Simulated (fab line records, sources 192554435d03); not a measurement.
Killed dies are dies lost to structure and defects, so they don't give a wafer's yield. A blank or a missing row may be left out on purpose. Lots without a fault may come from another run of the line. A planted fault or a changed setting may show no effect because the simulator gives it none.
Chamber matching | flow n5_finfet | N5_BEOL_M11_VIA_ETCH_34 on rie_diel-03: 4 sister chambers
The step etches SiCOH lowk in C4F6/O2, target depth 184.5 nm, time 69.2 s. 4 wafers are shown with their chamber, then 9 later ones without.

WAFERS WITH THEIR CHAMBER
wafer  | chamber | showerhead_plenum_p_Torr (Torr)
L086.1 | 3       | 2.88
L086.5 | 2       | 2.87
L091.5 | 0       | 2.72
L091.6 | 1       | 2.81

WAFERS WITHOUT THEIR CHAMBER
wafer  | showerhead_plenum_p_Torr (Torr)
L092.2 | 2.87
L092.3 | 2.72
L092.5 | 2.87
L095.3 | 2.71
L095.4 | 2.81
L095.5 | 2.71
L096.3 | 2.87
L096.5 | 2.86
L096.6 | 2.81

WHICH CHAMBER EACH WENT THROUGH
wafer  | from the rows above     | in truth
L092.2 | can't be placed: 2 or 3 | 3
L092.3 | 0                       | 0
L092.5 | can't be placed: 2 or 3 | 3
L095.3 | 0                       | 0
L095.4 | 1                       | 1
L095.5 | 0                       | 0
L096.3 | can't be placed: 2 or 3 | 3
L096.5 | can't be placed: 2 or 3 | 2
L096.6 | 1                       | 1
Placed correctly: 5 of 9. Can't be placed from these rows: 4 (the true chamber is among the candidates in 4). Placed wrongly: 0.
How it was worked out, from the rows above alone: a wafer's distance from a chamber is the root of the sum, over the readings, of the square of ((its reading less the chamber's mean) divided by the reading's scatter). The wafer belongs to the nearest chamber; if the next one is less than 2 further off, it can't be placed. A chamber's mean is the mean of its shown wafers. The scatter: with one shown wafer a chamber, the root of the mean of the squares of how far each hidden wafer lies from its nearest shown one.
